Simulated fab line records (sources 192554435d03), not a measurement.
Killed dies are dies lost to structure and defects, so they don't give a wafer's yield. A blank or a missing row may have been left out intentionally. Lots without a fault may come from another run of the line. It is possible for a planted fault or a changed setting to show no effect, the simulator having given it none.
fab line records	flow n5Finfet
[record] lots = 10	wafers = 30	lastDay = 18
route steps=1938 shown HKMG_FIN@414 BEOL_M4@1099 BEOL_M5@1113 PASSIVATION@1936
lots untouched by any fault: they come from a run of this same line in which no faults occurred
startH: hours from the record's opening day to when the first of the lot's shown wafers began	waitH: time in hours since the lot's previous step	" unchanged from the row above	L1.1+2: a row that stands for several wafers	- no value present, or no start provided	* or withheld: withheld	< > ~ a bound
route shown NAME@n: names a module that has steps shown in the file, with the first one's number in the route	usual: mean/standard deviation of fault-free wafers	same: alike in all rows	chamber/n: place in a boat	sites: readings site by site	_std_site: the standard deviation of these	_edge_site: mean of outer sites minus mean of inner sites	radiusMm: how far each site lies from the wafer's centre	mask NAME#n: copy n	behind: the tool/chamber that last shaped the wafer	hold: why the lot went on hold/how many hours it stayed there/how the hold came to an end	device: the n, p or np transistor that did not switch	end of line: the route-end tests of the same wafers	where a step has no rows: the recipe by itself	killed: count of dies lost to structure and defects at first sort (not the wafer's yield)	map: a wafer's dies, marking killed ones x, the rest . and places with no die _
set.NAME: the setting that was run; set.NAME@STEP: the one run at that earlier step	model.NAME: the simulator's own value behind a step, which no gauge read
route steps across a sampled set of lots; one table per step, one row per wafer
services: the hour from which a tool's chamber was out of use, counted from the record's first day as startH (under 0 if before that day), plus the number of hours and why
[[steps]]
[step N5_HKMG_FIN_RTA_80]
[recipe] tempC = withheld	timeS = 2	ambient = N2	idleTempC = 600	rampUpCPerS = 150	rampDownCPerS = 60	coolToC = 600
lot.wafer	tool	chamber	startH	waitH
L625.1+4+6	rtpAnneal-01	0	87.81	0.1
L626.3+5+6	rtpAnneal-01	0	90.33	0.1
L628.1+3+4	rtpAnneal-01	0	100.79	0.2
L630.2+3+6	rtpAnneal-01	0	110.45	0.2
L633.4+5+6	rtpAnneal-01	0	128.48	0.1
L634.3+4+5	rtpAnneal-01	0	136.57	0.1
L635.2+3+5	rtpAnneal-01	0	139.11	0.2
L636.1+3+5	rtpAnneal-01	0	144.05	0.1
L644.1+5+6	rtpAnneal-02	0	193.34	0.1
L646.1+2+5	rtpAnneal-01	0	206.87	0.1
[step N5_BEOL_M4_ANNEAL_95]
[recipe] tempC = 400	timeS = 240	ambient = vacuum
[usual] heaterPowerW = 853/75
lot.wafer	tool	chamber	startH	waitH	heaterPowerW
L625.1	pvdSputter-03	-	186.88	0.0	856
L625.4	"	-	"	"	909
L625.6	"	-	"	"	801
L626.3	pvdSputter-01	-	189.88	0.0	747
L626.5	"	-	"	"	758
L626.6	"	-	"	"	914
L628.1	pvdSputter-03	-	201.58	0.0	814
L628.3	"	-	"	"	791
L628.4	"	-	"	"	931
L630.2	pvdSputter-02	-	213.81	0.0	859
L630.3	"	-	"	"	910
L630.6	"	-	"	"	915
L635.2	pvdSputter-01	-	226.00	0.0	856
L635.3	"	-	"	"	896
L635.5	"	-	"	"	751
L633.4	pvdSputter-03	-	241.09	0.0	813
L633.5	"	-	"	"	921
L633.6	"	-	"	"	885
L634.3	pvdSputter-01	-	242.71	0.0	891
L634.4	"	-	"	"	794
L634.5	"	-	"	"	883
L636.1	pvdSputter-02	-	246.75	0.0	960
L636.3	"	-	"	"	782
L636.5	"	-	"	"	937
L644.1	pvdSputter-03	-	285.47	0.0	812
L644.5	"	-	"	"	829
L644.6	"	-	"	"	859
L646.1	pvdSputter-02	-	318.45	0.0	758
L646.2	"	-	"	"	968
L646.5	"	-	"	"	762
[step N5_BEOL_M4_RC_MEAS_101]
[usual] DIBL_N = 36.0/1.8	DIBL_P = 36.3/2.4	EOT_N = 10.55/0.095	EOT_P = 10.50/0.094	IOFF_N = 0.16/0.035	IOFF_P = 0.21/0.036	IOFF_P_85C = 3.6/0.52	IOFF_P_LIN = 0.098/0.013	IOFF_P_LONG = 0.000101/8.2e-06	ION_N = 673/13	ION_P = 461/7.2	SS_N = 71.4/0.6	SS_P = 73.2/0.7	VT_N = 250/4	VT_N_LVT = 99/4	VT_P = -250.9/2.9	VT_P_LONG = -276.3/2.5
lot.wafer	tool	chamber	startH	waitH	DIBL_N[mV/V]	DIBL_P[mV/V]	EOT_N	EOT_P	IOFF_N[nA/um]	IOFF_P[nA/um]	IOFF_P_85C[nA/um]	IOFF_P_LIN[nA/um]	IOFF_P_LONG[nA/um]	ION_N[uA/um]	ION_P[uA/um]	SS_N[mV/dec]	SS_P[mV/dec]	VT_N[mV]	VT_N_LVT[mV]	VT_P[mV]	VT_P_LONG[mV]
L625.1	prober-02	0	188.25	0.0	36.7	38.2	10.56	10.62	0.19	0.25	4.1	0.109	0.000102	675	465	72.5	73.7	248	94	-248.4	-273.6
L625.4	"	0	"	"	34.7	33.9	10.53	10.50	0.14	0.17	3.0	0.085	0.000107	666	457	72.2	72.5	250	98	-252.9	-277.2
L625.6	"	0	"	"	39.2	41.4	10.45	10.40	0.25	0.32	5.1	0.133	0.000105	693	473	72.8	74.6	242	90	-245.7	-278.2
L626.3	prober-01	0	191.50	0.3	36.3	37.4	10.57	10.42	0.17	0.21	3.6	0.099	0.000101	683	462	71.5	73.8	248	97	-249.2	-278.9
L626.5	"	0	"	"	35.8	37.5	10.53	10.43	0.16	0.22	3.7	0.102	0.000103	672	468	70.7	72.9	250	98	-247.8	-278.1
L626.6	"	0	"	"	38.5	40.0	10.63	10.51	0.23	0.26	4.3	0.116	0.0001	702	475	71.8	73.9	245	92	-246.1	-276.9
L628.1	prober-02	0	202.87	0.0	33.9	34.9	10.61	10.42	0.13	0.17	3.0	0.084	9.4e-05	674	461	70.4	73.2	254	100	-250.4	-277.8
L628.3	"	0	"	"	37.5	37.1	10.56	10.49	0.19	0.20	3.5	0.094	8.8e-05	668	455	72.0	73.4	248	96	-251.0	-275.5
L628.4	"	0	"	"	35.4	36.2	10.54	10.42	0.15	0.19	3.3	0.091	9.1e-05	678	470	71.5	73.2	249	97	-250.7	-277.8
L630.2	prober-01	0	215.20	0.2	35.3	37.0	10.54	10.49	0.15	0.20	3.5	0.095	9.6e-05	675	464	71.0	73.5	249	102	-252.4	-279.5
L630.3	"	0	"	"	35.7	36.7	10.50	10.48	0.15	0.20	3.4	0.095	0.000103	666	459	71.3	73.3	253	103	-251.4	-277.9
L630.6	"	0	"	"	32.9	34.1	10.58	10.53	0.11	0.16	3.0	0.083	9.9e-05	668	465	71.0	72.7	255	103	-253.0	-278.3
L635.2	prober-01	0	227.39	0.2	38.1	37.5	10.75	10.78	0.17	0.11	2.0	0.048	5.8e-05	682	435	71.1	73.9	251	75	-270.8	-297.8
L635.3	"	0	"	"	37.4	36.5	10.90	10.70	0.16	0.09	1.8	0.045	5.6e-05	686	443	71.0	73.1	249	75	-273.0	-298.4
L635.5	"	0	"	"	35.5	33.8	10.88	10.83	0.12	0.08	1.6	0.039	6.7e-05	670	429	70.9	71.3	255	80	-272.3	-298.3
L633.4	prober-01	0	242.86	0.5	36.3	36.1	10.46	10.36	0.17	0.20	3.5	0.097	0.000111	683	464	71.6	73.7	247	94	-252.8	-273.9
L633.5	"	0	"	"	36.3	36.3	10.50	10.37	0.16	0.20	3.5	0.096	0.000113	686	464	71.9	73.7	249	95	-252.5	-274.0
L633.6	"	0	"	"	39.2	39.5	10.66	10.54	0.24	0.26	4.3	0.113	0.0001	691	459	72.2	74.0	244	92	-249.3	-273.2
L634.3	prober-02	0	244.31	0.3	39.1	39.2	10.76	10.79	0.23	0.11	2.1	0.050	5.8e-05	695	427	71.7	74.1	244	68	-271.8	-297.8
L634.4	"	0	"	"	37.4	36.1	10.80	10.79	0.20	0.09	1.8	0.044	6.6e-05	684	426	71.4	72.5	244	69	-272.7	-298.2
L634.5	"	0	"	"	39.5	38.6	10.69	10.58	0.25	0.11	2.1	0.049	6e-05	697	434	72.2	73.6	240	66	-273.7	-299.3
L636.1	prober-01	0	248.08	0.0	38.1	34.7	10.73	10.75	0.16	0.08	1.7	0.041	5.8e-05	673	422	71.5	73.2	250	79	-274.1	-297.6
L636.3	"	0	"	"	41.5	39.7	10.91	10.78	0.27	0.12	2.3	0.055	5.6e-05	685	427	72.9	73.2	244	71	-267.8	-301.0
L636.5	"	0	"	"	41.8	41.0	10.91	10.94	0.26	0.13	2.5	0.057	5.8e-05	687	431	72.4	74.2	243	71	-267.9	-299.6
L644.1	prober-02	0	286.98	0.0	36.0	35.9	10.74	10.64	0.15	0.20	3.5	0.096	9.6e-05	675	461	71.1	74.0	252	99	-250.9	-278.5
L644.5	"	0	"	"	33.0	32.7	10.70	10.58	0.11	0.16	2.9	0.081	9.6e-05	668	459	70.9	73.1	253	101	-252.0	-279.0
L644.6	"	0	"	"	37.4	36.6	10.50	10.49	0.16	0.21	3.6	0.097	9.9e-05	667	457	71.4	73.7	253	99	-251.4	-279.6
L646.1	prober-02	0	319.72	0.0	37.5	39.3	10.49	10.44	0.18	0.24	4.0	0.108	0.000112	691	475	71.0	73.8	246	96	-246.5	-273.7
L646.2	"	0	"	"	37.7	39.7	10.60	10.49	0.18	0.25	4.2	0.115	0.000109	680	471	72.0	74.1	247	96	-247.2	-273.7
L646.5	"	0	"	"	36.6	38.0	10.45	10.31	0.16	0.23	3.8	0.105	0.000114	685	474	71.1	73.4	246	98	-248.1	-273.3
[step N5_BEOL_M5_CURE_79]
[recipe] tempC = 385	timeS = 240	ambient = He/Ar	material = SiCOH_lowk
[usual] lampPowerPct = 52.31/0.06	wafer_temp_C_max = 387.3/0.78
lot.wafer	tool	chamber	startH	waitH	lampPowerPct	wafer_temp_C_max
L625.1	uvCure-01	2	189.27	0.0	52.29	387.6
L625.4	"	2	"	"	52.32	387.5
L625.6	"	2	"	"	52.21	387.5
L626.3	uvCure-02	2	192.37	0.2	52.25	386.2
L626.5	"	2	"	"	52.35	385.8
L626.6	"	2	"	"	52.39	385.8
L628.1	uvCure-02	1	203.91	0.1	52.33	387.5
L628.3	"	1	"	"	52.28	387.6
L628.4	"	1	"	"	52.22	388.4
L630.2	uvCure-02	1	216.41	0.4	52.30	387.6
L630.3	"	1	"	"	52.33	387.9
L630.6	"	1	"	"	52.26	388.5
L635.2	uvCure-02	1	228.35	0.1	52.40	388.0
L635.3	"	1	"	"	52.32	386.7
L635.5	"	1	"	"	52.29	387.7
L633.4	uvCure-02	2	243.65	0.3	52.30	385.6
L633.5	"	2	"	"	52.25	386.0
L633.6	"	2	"	"	52.23	386.3
L634.3	uvCure-03	1	245.18	0.2	52.38	387.1
L634.4	"	1	"	"	52.20	387.3
L634.5	"	1	"	"	52.26	386.6
L636.1	uvCure-02	2	249.10	0.0	52.28	385.8
L636.3	"	2	"	"	52.25	386.2
L636.5	"	2	"	"	52.17	386.2
L644.1	uvCure-02	0	288.43	0.5	52.32	386.3
L644.5	"	0	"	"	52.31	386.5
L644.6	"	0	"	"	52.25	386.4
L646.1	uvCure-03	0	320.76	0.1	52.22	387.5
L646.2	"	0	"	"	52.29	388.3
L646.5	"	0	"	"	52.38	387.9
[step N5_BEOL_M5_HM_DEP_02]
[recipe] material = TiN	targetThkA = 200	tempC = 25	chamberPressurePa = 0.49996
[usual] throttleValvePct = 30.0/0.98
lot.wafer	tool	chamber	startH	waitH	throttleValvePct
L625.1	pvdSputter-01	-	190.60	0.8	29.8
L625.4	"	-	"	"	29.8
L625.6	"	-	"	"	31.9
L626.3	pvdSputter-02	-	194.46	1.7	28.5
L626.5	"	-	"	"	28.9
L626.6	"	-	"	"	30.4
L628.1	pvdSputter-02	-	204.99	0.5	30.5
L628.3	"	-	"	"	28.7
L628.4	"	-	"	"	28.2
L630.2	pvdSputter-02	-	217.81	0.9	28.2
L630.3	"	-	"	"	29.2
L630.6	"	-	"	"	31.1
L635.2	pvdSputter-02	-	229.11	0.3	28.7
L635.3	"	-	"	"	30.6
L635.5	"	-	"	"	30.6
L633.4	pvdSputter-02	-	244.05	0.1	28.9
L633.5	"	-	"	"	28.1
L633.6	"	-	"	"	29.0
L634.3	pvdSputter-03	-	246.28	0.7	29.5
L634.4	"	-	"	"	30.4
L634.5	"	-	"	"	29.6
L636.1	pvdSputter-02	-	250.48	0.8	28.1
L636.3	"	-	"	"	30.8
L636.5	"	-	"	"	29.2
L644.1	pvdSputter-01	-	292.02	3.0	29.9
L644.5	"	-	"	"	29.9
L644.6	"	-	"	"	31.1
L646.1	pvdSputter-02	-	323.37	2.0	28.2
L646.2	"	-	"	"	30.7
L646.5	"	-	"	"	28.5
[step N5_PASSIVATION_PROBE_49]
[usual] defectLimitedYield = 91.2/1.4	killed_at_M0_to_M3 = 35/11	killed_at_M4_up = 14/5.6	killedAtContacts = 12/5.6	killedAtFrontEnd = 38/11	killedAtOther = 4/3.4	killedDies = 103/17	killedOpen = 68/12	killedShort = 33/8.8	sort_bin_4_leakage = 0.00/0.007	sort_bin_5_function = 5.1/0.89	sort_bin_6_memory = 3.3/0.71	sort_bin_8_speed = 0/0	sortNPass = 1077/17	sortYieldPct = 91.2/1.4
[same] grossDies = 1180	killedAtBackSide = 0
lot.wafer	tool	chamber	startH	waitH	defectLimitedYield[%]	killed_at_M0_to_M3	killed_at_M4_up	killedAtContacts	killedAtFrontEnd	killedAtOther	killedDies	killedOpen	killedShort	sort_bin_4_leakage[%]	sort_bin_5_function[%]	sort_bin_6_memory[%]	sort_bin_8_speed[%]	sortNPass	sortYieldPct[%]
L625.1	prober-02	-	293.29	0.0	90.8	45	13	16	34	1	109	76	32	0	5.9	2.7	0	1071	90.8
L625.4	prober-02	-	293.44	0.2	90.2	28	26	13	48	1	116	76	39	0	6.4	3.2	0	1064	90.2
L625.6	prober-02	-	293.54	0.3	89.3	50	18	13	45	0	126	89	34	0.08	6.8	3.5	0	1053	89.2
L626.3	prober-02	-	298.23	0.1	92.5	38	5	7	37	1	88	67	21	0	5.1	2.2	0	1092	92.5
L626.5	prober-02	-	298.33	0.2	93.7	22	12	9	30	1	74	60	12	0	3.9	2.1	0	1106	93.7
L626.6	prober-02	-	298.38	0.3	93.4	29	4	6	39	0	78	58	20	0	3.4	3.1	0	1102	93.4
L628.1	prober-02	-	306.60	0.0	89.5	59	13	4	48	0	124	80	37	0	6.4	3.3	0	1056	89.5
L628.3	prober-02	-	306.70	0.1	89.9	47	12	8	49	3	119	78	36	0	5.8	3.6	0	1061	89.9
L628.4	prober-02	-	306.75	0.2	91.4	31	15	14	38	3	101	65	34	0	4.7	3.6	0	1079	91.4
L630.2	prober-02	-	325.59	0.1	90.1	44	11	9	47	6	117	67	48	0	5.3	4.2	0	1063	90.1
L630.3	prober-02	-	325.64	0.1	91.1	42	11	4	40	8	105	58	39	0	5.3	3.2	0	1075	91.1
L630.6	prober-02	-	325.79	0.3	90.6	45	18	5	38	5	111	69	37	0	5.3	3.6	0	1069	90.6
L635.2	prober-01	-	335.22	0.1	91.4	48	10	7	30	6	101	65	35	0	4.2	4.1	1.36	1063	90.1
L635.3	prober-01	-	335.27	0.1	90.5	39	11	22	35	5	112	67	44	0	5.3	3.7	0.34	1064	90.2
L635.5	prober-01	-	335.37	0.2	91.7	31	15	9	40	3	98	68	29	0	4.8	3.1	6.69	1003	85.0
L633.4	prober-02	-	347.16	0.2	90.8	38	15	6	40	10	109	59	50	0	4.6	4.1	0	1071	90.8
L633.5	prober-02	-	347.21	0.2	91.4	33	14	17	33	4	101	63	38	0	5.3	3.1	0	1079	91.4
L633.6	prober-02	-	347.26	0.3	91.9	32	14	9	38	3	96	58	34	0	4.7	2.7	0	1084	91.9
L634.3	prober-01	-	352.71	0.1	93.4	25	17	4	29	3	78	59	18	0	4.3	2.1	13.81	939	79.6
L634.4	prober-01	-	352.76	0.2	93.1	30	9	10	32	1	82	57	25	0	3.8	3.1	31.44	727	61.6
L634.5	prober-01	-	352.81	0.2	94.9	29	8	3	20	0	60	42	15	0	2.8	2.2	12.03	978	82.9
L636.1	prober-02	-	357.23	0.0	91.7	50	8	8	30	2	98	64	33	0	4.3	3.7	63.22	336	28.5
L636.3	prober-02	-	357.33	0.1	90.4	42	10	23	35	3	113	74	36	0.17	5.7	3.6	15.08	887	75.2
L636.5	prober-02	-	357.43	0.2	91.0	52	8	9	35	2	106	82	19	0	5.1	3.3	6.27	1000	84.7
L644.1	prober-02	-	396.55	0.0	90.9	31	17	13	29	17	107	79	26	0	5.8	3.1	0	1073	90.9
L644.5	prober-02	-	396.75	0.2	90.8	36	20	12	27	13	108	76	31	0	5.8	3.1	0	1072	90.8
L644.6	prober-02	-	396.80	0.3	92.5	30	12	12	31	4	89	69	18	0	4.5	2.9	0	1091	92.5
L646.1	prober-02	-	438.55	0.0	91.4	36	10	5	48	3	102	64	38	0	4.7	3.6	0	1078	91.4
L646.2	prober-02	-	438.60	0.1	93.9	19	16	7	29	1	72	46	26	0	4.2	1.4	0	1108	93.9
L646.5	prober-02	-	438.75	0.2	90.7	23	23	13	48	3	110	79	30	0	6.3	2.8	0	1070	90.7
// killed by level:class
L625.1 BEOL_M0_SAQP:geometricParticle:open=18 MOL_CONTACT_COAG:geometricParticle:open=14 BEOL_M0_SAQP:geometricParticle:short=13 FIN_SAQP:geometricParticle:open=12 BEOL_M4:geometricParticle:open=7 FIN_SAQP:geometricParticle:short=5 BEOL_M2:geometricParticle:open=5 STI_FIN_REVEAL:geometricParticle:open=4
L625.4 FIN_SAQP:geometricParticle:open=20 BEOL_M4:geometricParticle:open=15 BEOL_M0_SAQP:geometricParticle:short=14 MOL_CONTACT_COAG:geometricParticle:open=12 FIN_SAQP:geometricParticle:short=9 STI_FIN_REVEAL:geometricParticle:open=7 BEOL_M2:geometricParticle:open=5 DUMMY_GATE:geometricParticle:open=3
L625.6 STI_FIN_REVEAL:geometricParticle:open=14 BEOL_M0_SAQP:geometricParticle:open=14 BEOL_M0_SAQP:geometricParticle:short=11 FIN_SAQP:geometricParticle:open=10 MOL_CONTACT_COAG:geometricParticle:open=10 BEOL_M4:geometricParticle:open=10 BEOL_M3:geometricParticle:open=8 BEOL_M2:geometricParticle:open=6
L626.3 FIN_SAQP:geometricParticle:open=11 BEOL_M3:geometricParticle:open=11 BEOL_M0_SAQP:geometricParticle:open=10 STI_FIN_REVEAL:geometricParticle:open=8 BEOL_M0_SAQP:geometricParticle:short=8 MOL_CONTACT_COAG:geometricParticle:open=6 BEOL_M2:geometricParticle:open=5 FIN_SAQP:geometricParticle:short=3
L626.5 MOL_CONTACT_COAG:geometricParticle:open=9 FIN_SAQP:geometricParticle:open=8 BEOL_M3:geometricParticle:open=8 DUMMY_GATE:geometricParticle:open=7 BEOL_M0_SAQP:geometricParticle:open=5 STARTING-WAFER:geometricParticle:open=5 STI_FIN_REVEAL:geometricParticle:open=4 FIN_SAQP:geometricParticle:short=3
L626.6 BEOL_M3:geometricParticle:open=9 STI_FIN_REVEAL:geometricParticle:open=8 STARTING-WAFER:geometricParticle:open=7 FIN_SAQP:geometricParticle:open=6 DUMMY_GATE:geometricParticle:open=5 BEOL_M0_SAQP:geometricParticle:open=5 BEOL_M0:geometricParticle:open=5 MOL_CONTACT_COAG:geometricParticle:open=4
L628.1 BEOL_M1:geometricParticle:open=13 BEOL_M2:geometricParticle:open=10 BEOL_M3:geometricParticle:open=10 BEOL_M0_SAQP:geometricParticle:short=9 FIN_SAQP:geometricParticle:open=8 BEOL_M0_SAQP:geometricParticle:open=8 FIN_SAQP:geometricParticle:short=7 DUMMY_GATE:geometricParticle:open=7
L628.3 BEOL_M2:geometricParticle:open=15 FIN_SAQP:geometricParticle:open=12 BEOL_M0_SAQP:geometricParticle:short=10 FIN_SAQP:geometricParticle:short=7 BEOL_M0_SAQP:geometricParticle:open=7 MOL_CONTACT_COAG:geometricParticle:open=6 STI_FIN_REVEAL:geometricParticle:open=5 BEOL_M3:geometricParticle:open=5
L628.4 MOL_CONTACT_COAG:geometricParticle:open=12 BEOL_M0_SAQP:geometricParticle:open=8 BEOL_M0_SAQP:geometricParticle:short=7 BEOL_M2:geometricParticle:open=7 FIN_SAQP:geometricParticle:short=6 STI_FIN_REVEAL:geometricParticle:open=6 DUMMY_GATE:geometricParticle:open=6 BEOL_M4:geometricParticle:open=6
L630.2 BEOL_M0_SAQP:geometricParticle:short=11 FIN_SAQP:geometricParticle:short=10 BEOL_M0_SAQP:geometricParticle:open=9 FIN_SAQP:geometricParticle:open=7 GATE_CUT:geometricParticle:short=6 MOL_CONTACT_COAG:geometricParticle:open=6 BEOL_M2:geometricParticle:open=6 BEOL_M3:geometricParticle:open=6
L630.3 BEOL_M0_SAQP:geometricParticle:open=14 BEOL_M0_SAQP:geometricParticle:short=10 FIN_SAQP:geometricParticle:short=9 BEOL_M1:geometricParticle:open=8 FIN_SAQP:geometricParticle:open=7 STARTING-WAFER:geometricParticle:open=5 BEOL_M3:geometricParticle:open=4 MOL_CONTACT_COAG:geometricParticle:open=4
L630.6 BEOL_M0_SAQP:geometricParticle:short=13 FIN_SAQP:geometricParticle:short=8 BEOL_M0_SAQP:geometricParticle:open=8 BEOL_M1:geometricParticle:open=8 BEOL_M2:geometricParticle:open=8 BEOL_M5:geometricParticle:open=7 STARTING-WAFER:geometricParticle:open=6 MOL_CONTACT_COAG:geometricParticle:open=5
L635.2 BEOL_M0_SAQP:geometricParticle:short=10 BEOL_M3:geometricParticle:open=10 BEOL_M0_SAQP:geometricParticle:open=9 BEOL_M2:geometricParticle:open=8 MOL_CONTACT_COAG:geometricParticle:open=7 FIN_SAQP:geometricParticle:open=6 STI_FIN_REVEAL:geometricParticle:open=6 BEOL_M2:geometricParticle:short=6
L635.3 MOL_CONTACT_COAG:geometricParticle:open=19 BEOL_M3:geometricParticle:open=12 BEOL_M0_SAQP:geometricParticle:short=10 BEOL_M2:geometricParticle:open=9 BEOL_M4:geometricParticle:short=8 FIN_SAQP:geometricParticle:open=7 FIN_SAQP:geometricParticle:short=6 GATE_CUT:geometricParticle:short=5
L635.5 STI_FIN_REVEAL:geometricParticle:open=13 BEOL_M0_SAQP:geometricParticle:open=8 MOL_CONTACT_COAG:geometricParticle:open=7 BEOL_M5:geometricParticle:open=7 FIN_SAQP:geometricParticle:short=5 BEOL_M2:geometricParticle:open=5 BEOL_M3:geometricParticle:open=5 FIN_SAQP:geometricParticle:open=4
L633.4 BEOL_M1:geometricParticle:open=13 FIN_SAQP:geometricParticle:short=10 BEOL_M4:geometricParticle:open=7 FIN_SAQP:geometricParticle:open=6 BEOL_M3:geometricParticle:open=6 MOL_CONTACT_COAG:geometricParticle:open=5 BEOL_M1:geometricParticle:short=5 STARTING-WAFER:geometricParticle:short=5
L633.5 MOL_CONTACT_COAG:geometricParticle:open=15 FIN_SAQP:geometricParticle:short=11 BEOL_M0_SAQP:geometricParticle:short=5 BEOL_M0_SAQP:geometricParticle:open=5 BEOL_M1:geometricParticle:open=5 BEOL_M3:geometricParticle:open=5 FIN_SAQP:geometricParticle:open=4 BEOL_M2:geometricParticle:open=4
L633.6 FIN_SAQP:geometricParticle:open=8 BEOL_M2:geometricParticle:open=8 STARTING-WAFER:geometricParticle:short=8 MOL_CONTACT_COAG:geometricParticle:open=7 BEOL_M0_SAQP:geometricParticle:short=7 BEOL_M4:geometricParticle:open=6 BEOL_M0_SAQP:geometricParticle:open=5 FIN_SAQP:geometricParticle:short=4
L634.3 FIN_SAQP:geometricParticle:open=7 STI_FIN_REVEAL:geometricParticle:open=6 BEOL_M3:geometricParticle:open=6 BEOL_M0_SAQP:geometricParticle:open=5 MOL_CONTACT_COAG:geometricParticle:open=4 BEOL_M6:geometricParticle:short=4 BEOL_M0_SAQP:geometricParticle:short=4 BEOL_M2:geometricParticle:open=4
L634.4 FIN_SAQP:geometricParticle:open=14 BEOL_M2:geometricParticle:open=13 FIN_SAQP:geometricParticle:short=7 MOL_CONTACT_COAG:geometricParticle:open=7 BEOL_M3:geometricParticle:open=6 BEOL_M0_SAQP:geometricParticle:open=4 MOL_CONTACT_COAG:geometricParticle:short=3 BEOL_M4:geometricParticle:open=3
L634.5 BEOL_M2:geometricParticle:open=8 FIN_SAQP:geometricParticle:open=6 BEOL_M0:geometricParticle:open=6 FIN_SAQP:geometricParticle:short=5 BEOL_M3:geometricParticle:open=4 BEOL_M5:geometricParticle:open=3 ILD0:geometricParticle:short=2 GATE_CUT:geometricParticle:short=2
L636.1 BEOL_M0_SAQP:geometricParticle:open=15 FIN_SAQP:geometricParticle:short=9 BEOL_M0_SAQP:geometricParticle:short=9 BEOL_M1:geometricParticle:open=9 BEOL_M3:geometricParticle:open=9 MOL_CONTACT_COAG:geometricParticle:open=7 FIN_SAQP:geometricParticle:open=5 STI_FIN_REVEAL:geometricParticle:open=5
L636.3 MOL_CONTACT_COAG:geometricParticle:open=15 STI_FIN_REVEAL:geometricParticle:open=12 BEOL_M0_SAQP:geometricParticle:short=10 BEOL_M2:geometricParticle:open=10 MOL_CONTACT_COAG:geometricParticle:short=8 BEOL_M3:geometricParticle:open=8 BEOL_M0_SAQP:geometricParticle:open=7 DUMMY_GATE:geometricParticle:open=5
L636.5 BEOL_M3:geometricParticle:open=15 BEOL_M2:geometricParticle:open=11 FIN_SAQP:geometricParticle:open=10 MOL_CONTACT_COAG:geometricParticle:open=8 DUMMY_GATE:geometricParticle:open=7 BEOL_M0_SAQP:geometricParticle:short=7 BEOL_M1:geometricParticle:open=7 BEOL_M0_SAQP:geometricParticle:open=6
L644.1 BEOL_M2:geometricParticle:open=12 BEOL_M4:geometricParticle:open=12 MOL_CONTACT_COAG:geometricParticle:open=10 STI_FIN_REVEAL:geometricParticle:open=9 BEOL_M3:geometricParticle:open=7 GATE_CUT:geometricParticle:short=6 DUMMY_GATE:geometricParticle:open=5 BEOL_M1:geometricParticle:open=5
L644.5 BEOL_M4:geometricParticle:open=13 STI_FIN_REVEAL:geometricParticle:open=11 BEOL_M2:geometricParticle:open=8 MOL_CONTACT_COAG:geometricParticle:open=7 FIN_SAQP:geometricParticle:open=5 MOL_CONTACT_COAG:geometricParticle:short=5 BEOL_M0_SAQP:geometricParticle:short=5 BEOL_M0_SAQP:geometricParticle:open=5
L644.6 BEOL_M2:geometricParticle:open=13 MOL_CONTACT_COAG:geometricParticle:open=11 STI_FIN_REVEAL:geometricParticle:open=7 STARTING-WAFER:geometricParticle:open=6 BEOL_M4:geometricParticle:open=5 GATE_CUT:geometricParticle:short=4 BEOL_M0_SAQP:geometricParticle:short=4 BEOL_M3:geometricParticle:open=4
L646.1 BEOL_M0_SAQP:geometricParticle:short=13 DUMMY_GATE:geometricParticle:open=11 FIN_SAQP:geometricParticle:open=7 STI_FIN_REVEAL:geometricParticle:open=7 BEOL_M4:geometricParticle:open=7 BEOL_M0_SAQP:geometricParticle:open=6 MOL_CONTACT_COAG:geometricParticle:open=5 BEOL_M1:geometricParticle:short=5
L646.2 BEOL_M4:geometricParticle:open=6 BEOL_M5:geometricParticle:open=6 FIN_SAQP:geometricParticle:short=5 BEOL_M1:geometricParticle:open=5 DUMMY_GATE:geometricParticle:open=4 MOL_CONTACT_COAG:geometricParticle:short=4 BEOL_M0:geometricParticle:open=4 STI_FIN_REVEAL:geometricParticle:open=3
L646.5 STI_FIN_REVEAL:geometricParticle:open=18 MOL_CONTACT_COAG:geometricParticle:open=13 FIN_SAQP:geometricParticle:short=8 BEOL_M0_SAQP:geometricParticle:open=7 BEOL_M4:geometricParticle:open=7 BEOL_M2:geometricParticle:open=6 BEOL_M5:geometricParticle:open=6 STI_FIN_REVEAL:geometricParticle:short=4
[[services]]
tool	chamber	startH	hours	kind
uvCure-03	-	71.30	2.8	pm
uvCure-02	-	73.82	5.0	pm
pvdSputter-03	-	76.13	2.0	repair
uvCure-03	-	150.24	4.6	repair
pvdSputter-02	-	162.27	23.5	repair
uvCure-01	-	170.01	0.6	repair
uvCure-03	-	180.91	3.4	pm
uvCure-03	-	190.25	5.0	pm
uvCure-03	-	256.83	2.1	pm
pvdSputter-02	-	310.46	4.5	repair
[[key]]
[firstSign] step = N5_BEOL_M4_RC_MEAS_101	reading = VT_P_LONG	direction = down	sigmas = 9	usual = -276.3	struck = -298.7
[effect] step = N5_BEOL_M4_RC_MEAS_101	reading = VT_P	direction = down	sigmas = 7.1	usual = -250.9	struck = -271.5
[effect] step = N5_BEOL_M4_RC_MEAS_101	reading = VT_N_LVT	direction = down	sigmas = 6.5	usual = 99	struck = 73
[effect] step = N5_BEOL_M4_RC_MEAS_101	reading = IOFF_P_LONG	direction = down	sigmas = 5.1	usual = 0.000101	struck = 6e-05
[effect] step = N5_BEOL_M4_RC_MEAS_101	reading = ION_P	direction = down	sigmas = 4.3	usual = 461	struck = 430
[effect] step = N5_BEOL_M4_RC_MEAS_101	reading = IOFF_P_LIN	direction = down	sigmas = 4	usual = 0.098	struck = 0.047
[effect] step = N5_BEOL_M4_RC_MEAS_101	reading = IOFF_P_85C	direction = down	sigmas = 3	usual = 3.6	struck = 2.0
[effect] step = N5_BEOL_M4_RC_MEAS_101	reading = IOFF_P	direction = down	sigmas = 2.9	usual = 0.21	struck = 0.10
[effect] step = N5_BEOL_M4_RC_MEAS_101	reading = EOT_P	direction = up	sigmas = 2.9	usual = 10.50	struck = 10.77
[effect] step = N5_BEOL_M4_RC_MEAS_101	reading = EOT_N	direction = up	sigmas = 2.8	usual = 10.55	struck = 10.81
[effect] step = N5_BEOL_M4_RC_MEAS_101	reading = DIBL_N	direction = up	sigmas = 1.5	usual = 36.0	struck = 38.7
[effect] step = N5_BEOL_M4_RC_MEAS_101	reading = IOFF_N	direction = up	sigmas = 1.4	usual = 0.16	struck = 0.20	wafersMoved = 3
[effect] step = N5_PASSIVATION_PROBE_49	reading = sort_bin_8_speed	direction = up	sigmas = 99+	usual = 0	struck = 16.69
metAt N5_HKMG_FIN_RTA_80
struckLots L634,L635,L636
notActingAt N5_BEOL_M4_ANNEAL_95,N5_BEOL_M5_CURE_79,N5_BEOL_M5_HM_DEP_02
onsetBetween 128.48 136.57
[fault] kind = processParameterDrift	tool = rtpAnneal-01	chamber = -	onsetH = 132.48	steps = N5_HKMG_FIN_RTA_80	channel = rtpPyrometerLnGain	offset = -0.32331	shape = step	endH = 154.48
